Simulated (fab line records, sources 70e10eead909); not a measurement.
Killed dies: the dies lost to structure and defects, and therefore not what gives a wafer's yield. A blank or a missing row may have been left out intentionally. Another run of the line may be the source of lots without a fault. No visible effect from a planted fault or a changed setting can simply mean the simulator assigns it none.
Chamber matching :: flow nand_harc :: rie_si-03 running NHARC_P_GATE_ETCH_32: 4 sister chambers
The step etches the open film in HBr/Cl2, target depth 150 nm, time 100.1 s. 4 wafers are shown with their chamber, then 8 later ones without.

== WAFERS WITH THEIR CHAMBER ==
wafer: L083.2
chamber: 3
drypump_motor_current_A (A): 5.6

wafer: L083.5
chamber: 1
drypump_motor_current_A (A): 6.0

wafer: L087.5
chamber: 2
drypump_motor_current_A (A): 5.4

wafer: L091.1
chamber: 0
drypump_motor_current_A (A): 5.2

== WAFERS MISSING THEIR CHAMBER ==
wafer: L091.3
drypump_motor_current_A (A): 5.4

wafer: L091.4
drypump_motor_current_A (A): 6.0

wafer: L092.1
drypump_motor_current_A (A): 5.5

wafer: L092.2
drypump_motor_current_A (A): 5.2

wafer: L092.5
drypump_motor_current_A (A): 5.2

wafer: L094.2
drypump_motor_current_A (A): 5.5

wafer: L094.3
drypump_motor_current_A (A): 5.2

wafer: L094.4
drypump_motor_current_A (A): 5.4

== WHICH CHAMBER EACH ONE RAN IN ==
wafer: L091.3
from the rows above: 2
in truth: 2

wafer: L091.4
from the rows above: 1
in truth: 1

wafer: L092.1
from the rows above: can't be placed: 2 or 3
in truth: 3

wafer: L092.2
from the rows above: 0
in truth: 0

wafer: L092.5
from the rows above: 0
in truth: 0

wafer: L094.2
from the rows above: can't be placed: 2 or 3
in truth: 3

wafer: L094.3
from the rows above: 0
in truth: 0

wafer: L094.4
from the rows above: 2
in truth: 2
Correctly placed: 6 of 8. Cannot be placed on the basis of these rows: 2; the candidates contain the true chamber in 2. Placed wrongly: 0.
How it was worked out, from the rows above alone: a wafer's distance from a chamber is the root of the sum, over the readings, of the square of ((its reading less the chamber's mean) divided by the reading's scatter). The wafer belongs to the nearest chamber; if the next one is less than 2 further off, it can't be placed. The mean given for a chamber averages the wafers shown for that chamber. The scatter: with one shown wafer a chamber, the root of the mean of the squares of how far each hidden wafer lies from its nearest shown one.
